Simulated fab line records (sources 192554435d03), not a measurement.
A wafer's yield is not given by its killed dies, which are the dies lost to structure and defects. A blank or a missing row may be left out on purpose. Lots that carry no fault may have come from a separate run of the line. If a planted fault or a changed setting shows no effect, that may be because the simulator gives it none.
fab line records	flow n5Finfet
record lots=6	wafers=18	lastDay=18
route steps=1938 shown BEOL_M14@1758 PASSIVATION@1936
lots with no fault: from the same line, run without faults
startH: hours from the record's opening day to when the first of the lot's shown wafers began	waitH: hours from the lot's prior step to this one	" the same as in the row above	L1.1+2: a single row standing in for several wafers	- no value present, or no start provided	* or withheld: withheld	< > ~ a bound
route shown NAME@n: NAME is a module with steps in the file, n the number in the route of the first one	usual: mean/standard deviation taken from wafers without a fault	same: alike in all rows	chamber/n: place in a boat	sites: the reading at each site	_std_site: standard deviation of those values	_edge_site: the outer-site mean with the inner-site mean subtracted	radiusMm: how far each site lies from the wafer's centre	mask NAME#n: copy n	behind: tool/chamber where the wafer was last shaped	hold: cause of the lot's hold/its duration in hours/its outcome	device: the transistor (n, p or np) that didn't switch	end of line: tests of these same wafers at the route's end	where a step has no rows: the recipe by itself	killed: dies that structure and defects cost at the first sort, which is not the same as the wafer's yield	map: dies across one wafer; x = killed, . = not, _ = none there
set.NAME: the setting the step ran with; set.NAME@STEP: the setting that earlier step ran with	model.NAME: the simulator's own value behind a step, which no gauge read
a table for each step, a row for each wafer; lots at some steps of the route
services: the hour from which a tool's chamber was out of use, counted from the record's first day as startH (under 0 if before that day), plus the number of hours and why
## steps
# step N5_BEOL_M14_PRECLEAN_39
# recipe chemistry=residueRemover	timeS=60	tempC=40
# step N5_BEOL_M14_SRD_40
# recipe timeS=30	tempC=23	rinseLiquid=diw	dry=n2Spin	spinRpm=1500	dryTimeS=30
# step N5_BEOL_M14_DEGAS_41
# recipe ambient=vacuum	tempC=300	timeS=60
# usual heaterPowerW=456/32
lot.wafer	tool	chamber	startH	waitH	heaterPowerW
L747.3	pvdSputter-03	-	268.79	0.3	493
L747.5	"	-	"	"	446
L747.6	"	-	"	"	439
L749.1	pvdSputter-01	-	275.66	0.4	427
L749.3	"	-	"	"	427
L749.4	"	-	"	"	464
L750.3	pvdSputter-01	-	315.98	1.2	460
L750.4	"	-	"	"	416
L750.6	"	-	"	"	427
L755.1	pvdSputter-01	-	320.96	2.5	453
L755.2	"	-	"	"	417
L755.3	"	-	"	"	428
L766.1	pvdSputter-02	-	397.05	0.2	455
L766.2	"	-	"	"	506
L766.4	"	-	"	"	522
L768.1	pvdSputter-03	-	407.70	0.5	434
L768.2	"	-	"	"	436
L768.3	"	-	"	"	497
# step N5_BEOL_M14_PRE_CLEAN_42
# recipe gas=H2/He	timeS=30	tempC=300
# step N5_BEOL_M14_SPUTTER_43
# recipe material=TaN	targetThkA=150	tempC=50	biasV=168.6	powerW=15000	chamberPressurePa=0.12	timeS=24.19
# usual throttleValvePct=30.2/0.97
lot.wafer	tool	chamber	startH	waitH	throttleValvePct
L747.3	pvdSputter-03	-	268.87	0.0	28.8
L747.5	"	-	"	"	31.2
L747.6	"	-	"	"	30.8
L749.1	pvdSputter-01	-	275.74	0.0	31.8
L749.3	"	-	"	"	30.1
L749.4	"	-	"	"	30.3
L750.3	pvdSputter-01	-	316.06	0.0	30.6
L750.4	"	-	"	"	30.4
L750.6	"	-	"	"	28.5
L755.1	pvdSputter-01	-	321.04	0.0	30.2
L755.2	"	-	"	"	30.2
L755.3	"	-	"	"	31.7
L766.1	pvdSputter-02	-	397.13	0.0	29.7
L766.2	"	-	"	"	31.9
L766.4	"	-	"	"	29.9
L768.1	pvdSputter-03	-	407.78	0.0	31.7
L768.2	"	-	"	"	30.8
L768.3	"	-	"	"	28.8
# step N5_BEOL_M14_SPUTTER_44
# recipe material=Ta	targetThkA=150	tempC=50	biasV=80	powerW=15000	chamberPressurePa=0.07	timeS=24.19
# usual throttleValvePct=30.2/0.97
lot.wafer	tool	chamber	startH	waitH	throttleValvePct
L747.3	pvdSputter-03	-	268.95	0.0	29.1
L747.5	"	-	"	"	31.3
L747.6	"	-	"	"	30.6
L749.1	pvdSputter-01	-	275.82	0.0	31.8
L749.3	"	-	"	"	29.8
L749.4	"	-	"	"	30.5
L750.3	pvdSputter-01	-	316.14	0.0	30.6
L750.4	"	-	"	"	30.0
L750.6	"	-	"	"	28.6
L755.1	pvdSputter-01	-	321.12	0.0	30.5
L755.2	"	-	"	"	30.1
L755.3	"	-	"	"	31.4
L766.1	pvdSputter-02	-	397.21	0.0	29.8
L766.2	"	-	"	"	32.0
L766.4	"	-	"	"	29.9
L768.1	pvdSputter-03	-	407.86	0.0	31.4
L768.2	"	-	"	"	30.6
L768.3	"	-	"	"	29.2
# step N5_BEOL_M14_SPUTTER_45
# recipe material=Cu	targetThkA=1000	tempC=-20	biasV=60	powerW=26000	chamberPressurePa=0.13	timeS=16.67
# usual throttleValvePct=30.2/0.96
lot.wafer	tool	chamber	startH	waitH	throttleValvePct
L747.3	pvdSputter-03	-	269.03	0.0	29.2
L747.5	"	-	"	"	31.4
L747.6	"	-	"	"	30.6
L749.1	pvdSputter-01	-	275.90	0.0	31.9
L749.3	"	-	"	"	30.3
L749.4	"	-	"	"	30.5
L750.3	pvdSputter-01	-	316.22	0.0	30.0
L750.4	"	-	"	"	30.3
L750.6	"	-	"	"	28.7
L755.1	pvdSputter-01	-	321.20	0.0	30.4
L755.2	"	-	"	"	30.2
L755.3	"	-	"	"	31.4
L766.1	pvdSputter-02	-	397.29	0.0	29.9
L766.2	"	-	"	"	31.8
L766.4	"	-	"	"	30.0
L768.1	pvdSputter-03	-	407.94	0.0	31.4
L768.2	"	-	"	"	30.6
L768.3	"	-	"	"	29.3
# step N5_BEOL_M14_ECD_47
# recipe material=Cu	targetThkA=12480
# step N5_BEOL_M14_ANNEAL_48
# recipe tempC=225	timeS=90	ambient=N2
# step N5_BEOL_M14_CMP_49
# recipe stopOn=SiO2	tOverpolishS=5.2	downForcePsi=2	platenRpm=80	clearingPlatenDownForcePsi=2	clearingPlatenRpm=80	postCmpClean=cuAlkaline	targetThkNm=560	clearingPlatenPadVelocityMS=1.5917	padVelocityMS=1.5917
# usual barrierFieldEndpointS=11.6/0.39	motorCurrentA=7.9/0.93	overpolishRunS=5.200/0.0091	padLifeWafers=1107/450	timeToEndpointS=126/6.8
lot.wafer	tool	chamber	startH	waitH	barrierFieldEndpointS	motorCurrentA	overpolishRunS	padLifeWafers	timeToEndpointS
L747.3	cmp-04	2	270.20	0.2	11.6	7.8	5.197	968	122
L747.5	"	0	"	"	11.5	7.9	5.202	-	126
L747.6	"	1	"	"	11.6	6.5	5.197	-	125
L749.1	cmp-04	0	276.85	0.3	11.5	7.8	5.197	1032	121
L749.3	"	2	"	"	11.4	7.5	5.191	1034	118
L749.4	"	3	"	"	11.5	8.0	5.217	1035	120
L750.3	cmp-01	0	317.17	0.4	11.2	6.9	5.206	260	115
L750.4	"	1	"	"	11.4	9.5	5.185	261	113
L750.6	"	3	"	"	11.2	6.5	5.204	-	117
L755.2	cmp-03	2	323.37	0.2	11.3	9.4	5.201	954	119
L755.3	"	3	"	"	11.4	7.7	5.212	955	122
L755.1	"	0	"	"	11.9	7.7	5.213	956	135
L766.4	cmp-03	1	398.47	0.2	12.0	7.7	5.200	1615	138
L766.2	"	2	"	"	10.9	10.0	5.214	1616	119
L766.1	"	3	"	"	11.2	7.5	5.201	1617	123
L768.2	cmp-03	0	408.89	0.2	11.8	7.1	5.194	1717	136
L768.3	"	1	"	"	11.7	7.6	5.217	1718	133
L768.1	"	2	"	"	10.7	9.3	5.199	1719	118
# step N5_BEOL_M14_THK_MEAS_50
# recipe thkMeasGauge=xrf	reads=Cu_of_BEOL_M14_ECD_47
# usual M14_THK=561/18
lot.wafer	tool	chamber	startH	waitH	M14_THK[nm]
L747.3	filmMetro-01	-	270.42	-	574
L747.5	"	-	"	"	574
L747.6	"	-	"	"	557
L749.1	filmMetro-02	-	277.15	-	578
L749.3	"	-	"	"	550
L749.4	"	-	"	"	577
L750.3	filmMetro-01	-	317.39	-	577
L750.4	"	-	"	"	573
L750.6	"	-	"	"	549
L755.1	filmMetro-01	-	323.67	-	568
L755.2	"	-	"	"	546
L755.3	"	-	"	"	580
L766.1	filmMetro-01	-	398.72	-	575
L766.2	"	-	"	"	565
L766.4	"	-	"	"	565
L768.1	filmMetro-01	-	409.14	-	569
L768.2	"	-	"	"	559
L768.3	"	-	"	"	551
# step N5_BEOL_M14_PRE_CLEAN_52
# recipe gas=NH3	timeS=15	tempC=withheld	rfPowerW=300
# step N5_BEOL_M14_DEP_53
# recipe material=SiCN	targetThkA=500	tempC=withheld	precursor=3MS/NH3	pressureTorr=3	rfW=675	timeS=17.8
# usual showerheadPlenumPTorr=4.164/0.025	showerheadVppV=1598/68	throttleValvePct=17.9/0.45
lot.wafer	tool	chamber	startH	waitH	showerheadPlenumPTorr	showerheadVppV	throttleValvePct	model.SiCN_of_BEOL_M14_DEP_53.thkNm
L747.3	pecvd-03	1	270.48	0.0	4.116	1583	18.7	49.4
L747.5	"	2	"	"	4.164	1521	17.3	49.2
L747.6	"	1	"	"	4.114	1603	18.6	49.6
L749.1	pecvd-02	0	277.21	0.0	4.154	1678	18.1	48.6
L749.3	"	1	"	"	4.188	1646	17.7	49
L749.4	"	0	"	"	4.155	1668	18.2	49.6
L750.3	pecvd-03	2	317.45	0.0	4.156	1504	17.6	48.2
L750.4	"	1	"	"	4.106	1619	18.5	17.4
L750.6	"	0	"	"	4.158	1552	18.3	16.8
L755.1	pecvd-03	2	323.73	0.0	4.154	1512	17.4	48.2
L755.2	"	1	"	"	4.111	1589	18.5	16.6
L755.3	"	0	"	"	4.148	1590	18.0	49.8
L766.1	pecvd-01	2	398.79	0.0	4.162	1515	17.5	51
L766.2	"	1	"	"	4.193	1630	16.9	50.4
L766.4	"	2	"	"	4.173	1476	17.7	51.6
L768.1	pecvd-01	1	409.21	0.0	4.202	1605	17.3	49
L768.2	"	2	"	"	4.163	1498	17.8	50
L768.3	"	0	"	"	4.201	1482	17.7	49
# step N5_BEOL_M14_RS_MEAS_54
# recipe thkMeasGauge=four-point-probe	reads=Cu_of_BEOL_M14_ECD_47+Ta_of_BEOL_M14_SPUTTER_44+TaN_of_BEOL_M14_SPUTTER_43
# usual M14_RS=0.0330/0.001
lot.wafer	tool	chamber	startH	waitH	M14_RS[ohm/sq]
L747.3	filmMetro-01	-	270.55	0.1	0.0324
L747.5	"	-	"	"	0.0322
L747.6	"	-	"	"	0.0333
L749.1	filmMetro-02	-	277.27	0.0	0.0322
L749.3	"	-	"	"	0.0337
L749.4	"	-	"	"	0.0321
L750.3	filmMetro-01	-	317.52	0.1	0.0320
L750.4	"	-	"	"	0.0320
L750.6	"	-	"	"	0.0337
L755.1	filmMetro-02	-	323.80	0.0	0.0326
L755.2	"	-	"	"	0.0339
L755.3	"	-	"	"	0.0317
L766.1	filmMetro-02	-	398.85	0.0	0.0321
L766.2	"	-	"	"	0.0326
L766.4	"	-	"	"	0.0324
L768.1	filmMetro-02	-	409.27	0.0	0.0321
L768.2	"	-	"	"	0.0327
L768.3	"	-	"	"	0.0331
# step N5_PASSIVATION_PROBE_49
# usual defectLimitedYield=91.1/1.3	killed_at_M0_to_M3=32/9.7	killed_at_M4_up=16/6	killedAtContacts=12/5.9	killedAtFrontEnd=41/11	killedAtOther=4/3.1	killedDies=104/16	killedOpen=68/12	killedShort=34/7.4	sort_bin_5_function=5.1/0.85	sort_bin_6_memory=3.3/0.66	sort_bin_8_speed=0.1/0.53	sortNPass=1075/16	sortYieldPct=91.1/1.4
# same grossDies=1180	killedAtBackSide=0	sort_bin_4_leakage[%]=0
lot.wafer	tool	chamber	startH	waitH	defectLimitedYield[%]	killed_at_M0_to_M3	killed_at_M4_up	killedAtContacts	killedAtFrontEnd	killedAtOther	killedDies	killedOpen	killedShort	sort_bin_5_function[%]	sort_bin_6_memory[%]	sort_bin_8_speed[%]	sortNPass	sortYieldPct[%]
L747.3	prober-02	-	291.32	0.1	91.3	33	14	20	32	4	103	71	32	4.8	3.6	0	1077	91.3
L747.5	prober-02	-	291.42	0.2	92.3	33	20	14	22	2	91	60	29	4.4	3.2	0	1089	92.3
L747.6	prober-02	-	291.47	0.3	90.0	40	17	5	48	8	118	79	37	5.8	3.8	0	1062	90.0
L750.3	prober-02	-	341.68	0.1	92.0	18	15	9	52	0	94	56	38	4.7	3.1	0	1086	92.0
L750.6	prober-02	-	341.83	0.3	91.3	34	15	0	48	6	103	66	37	4.7	3.6	0	1077	91.3
L766.1	prober-02	-	425.63	0.0	91.4	38	6	14	38	5	101	59	32	5.0	2.9	0	1079	91.4
L766.2	prober-02	-	425.68	0.1	91.9	23	7	17	45	4	96	64	32	4.8	3.0	0	1084	91.9
L766.4	prober-02	-	425.78	0.2	91.6	35	11	20	30	3	99	65	34	4.4	3.8	0	1081	91.6
# killed by level:class
L747.3 MOL_CONTACT_COAG:geometricParticle:open=17 BEOL_M0_SAQP:geometricParticle:open=10 FIN_SAQP:geometricParticle:open=8 BEOL_M4:geometricParticle:short=7 BEOL_M0_SAQP:geometricParticle:short=6 BEOL_M3:geometricParticle:open=5 FIN_SAQP:geometricParticle:short=4 BEOL_M2:geometricParticle:open=4
L747.5 MOL_CONTACT_COAG:geometricParticle:open=11 BEOL_M1:geometricParticle:open=8 BEOL_M0_SAQP:geometricParticle:open=7 GATE_CUT:geometricParticle:short=6 BEOL_M4:geometricParticle:open=6 BEOL_M0:geometricParticle:open=5 BEOL_M0_SAQP:geometricParticle:short=4 FIN_SAQP:geometricParticle:open=3
L747.6 BEOL_M2:geometricParticle:open=10 STI_FIN_REVEAL:geometricParticle:open=9 BEOL_M0_SAQP:geometricParticle:short=8 FIN_SAQP:geometricParticle:open=7 GATE_CUT:geometricParticle:open=7 BEOL_M0_SAQP:geometricParticle:open=7 GATE_CUT:geometricParticle:short=6 FIN_SAQP:geometricParticle:short=5
L750.3 FIN_SAQP:geometricParticle:open=15 GATE_CUT:geometricParticle:short=13 FIN_SAQP:geometricParticle:short=10 MOL_CONTACT_COAG:geometricParticle:open=8 DUMMY_GATE:geometricParticle:open=4 BEOL_M2:geometricParticle:open=4 BEOL_M4:geometricParticle:open=4 BEOL_M5:geometricParticle:open=4
L750.6 DUMMY_GATE:geometricParticle:open=11 BEOL_M2:geometricParticle:open=8 BEOL_M0_SAQP:geometricParticle:open=7 FIN_SAQP:geometricParticle:open=6 BEOL_M1:geometricParticle:short=6 FIN_SAQP:geometricParticle:short=5 GATE_CUT:geometricParticle:short=5 BEOL_M0:geometricParticle:short=4
L766.1 BEOL_M0_SAQP:geometricParticle:short=13 MOL_CONTACT_COAG:geometricParticle:open=12 BEOL_M0_SAQP:geometricParticle:open=11 FIN_SAQP:geometricParticle:open=7 HKMG_FIN:areaEtch=7 BEOL_M3:geometricParticle:open=4 FIN_SAQP:geometricParticle:short=3 DUMMY_GATE:geometricParticle:open=3
L766.2 MOL_CONTACT_COAG:geometricParticle:open=14 FIN_SAQP:geometricParticle:open=8 DUMMY_GATE:geometricParticle:open=7 GATE_CUT:geometricParticle:open=5 BEOL_M2:geometricParticle:open=5 BEOL_M3:geometricParticle:open=5 FIN_SAQP:geometricParticle:short=4 DUMMY_GATE:geometricParticle:short=4
L766.4 MOL_CONTACT_COAG:geometricParticle:open=14 BEOL_M1:geometricParticle:open=7 MOL_CONTACT_COAG:geometricParticle:short=6 BEOL_M2:geometricParticle:open=6 BEOL_M8:geometricParticle:open=6 BEOL_M0_SAQP:geometricParticle:short=5 GATE_CUT:geometricParticle:short=5 BEOL_M0_SAQP:geometricParticle:open=5
## services
tool	chamber	startH	hours	kind
pecvd-01	2	245.23	12.9	repair
pecvd-02	1	249.97	2.1	scheduledDown
cmp-03	-	265.10	2.1	repair
pecvd-03	2	273.09	2.1	scheduledDown
cmp-01	-	278.70	4.0	pm
cmp-01	-	282.70	-	consumableReplace:conditioner
cmp-01	-	282.70	-	consumableReplace:pad
cmp-01	-	284.29	0.9	repair
pecvd-01	1	303.86	4.9	repair
pecvd-02	0	337.11	2.1	scheduledDown
cmp-04	-	374.61	1.0	repair
pecvd-02	2	375.64	30.7	repair
cmp-01	-	405.79	5.3	pm
pvdSputter-01	-	406.01	6.9	repair
cmp-04	-	407.01	4.0	pm
## key
firstSign none at tools or gauges
modelEffect step=N5_BEOL_M14_DEP_53	value=SiCN_of_BEOL_M14_DEP_53.thkNm	without=49.87	struck=16.93
metAt N5_BEOL_M14_DEP_53
struckWafers L750.4,L750.6,L755.2
baselineLoss step=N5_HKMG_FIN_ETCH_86	wafers=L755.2
onsetBetween 270.48 317.45
fault kind=processParameterDrift	tool=pecvd-03	chamber=-	onsetH=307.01	steps=N5_BEOL_M14_DEP_53	channel=timeS	offset=*	shape=step	endH=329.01	scope=struckWafersOnly	actsIn=*	stated=*
# baselineLoss: these wafers lose ten dies or more at that step, a loss of the line's own and not of a fault; the sort's usual values leave them out
